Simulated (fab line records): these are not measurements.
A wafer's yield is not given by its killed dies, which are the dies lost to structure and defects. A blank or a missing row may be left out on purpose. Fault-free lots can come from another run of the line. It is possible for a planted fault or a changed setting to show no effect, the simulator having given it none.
Chamber matching	flow nand harc	4 sister chambers for NHARC_A_STAIRCASE_ETCH_444 on rie diel-13
The step etches the open film in C4F8/O2, target depth 10200 nm, time 3400 s. 8 wafers are shown with their chamber, then 7 later ones without.

## WAFERS, EACH WITH ITS CHAMBER
wafer	chamber	rf vpp V (V)	chamber pressure mTorr (mTorr)
L077.3	3	812	25.068
L077.6	1	812	25.011
L081.2	2	813	25.015
L081.4	1	813	25.017
L086.5	2	812	25.008
L086.6	3	812	25.030
L088.1	0	814	24.996
L088.5	0	815	24.989

## WAFERS WITH NO CHAMBER GIVEN
wafer	rf vpp V (V)	chamber pressure mTorr (mTorr)
L088.6	812	24.963
L087.1	813	25.011
L087.2	811	24.999
L087.6	810	25.005
L092.2	812	24.955
L092.4	813	25.000
L092.5	813	25.013

## EACH ONE'S CHAMBER
wafer	from the rows above	in truth
L088.6	can't be placed: 2 or 1 or 0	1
L087.1	can't be placed: 2 or 1 or 0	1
L087.2	can't be placed: 2 or 1 or 3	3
L087.6	can't be placed: 2 or 1 or 3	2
L092.2	can't be placed: 2 or 1 or 0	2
L092.4	can't be placed: 2 or 1 or 0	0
L092.5	can't be placed: 1 or 2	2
0 of 7 placed correctly. Not placeable from these rows: 7 (in 7, the candidates include the true chamber). Placed wrongly: 0.
How it was worked out, from the rows above alone: a wafer's distance from a chamber is the root of the sum, over the readings, of the square of ((its reading less the chamber's mean) divided by the reading's scatter). The wafer belongs to the nearest chamber; if the next one is less than 2 further off, it can't be placed. The mean given for a chamber averages the wafers shown for that chamber. How the scatter is found: for the shown wafers, subtract from each reading the mean of its chamber, square and add these, divide the total by (wafers less chambers), then take the root.
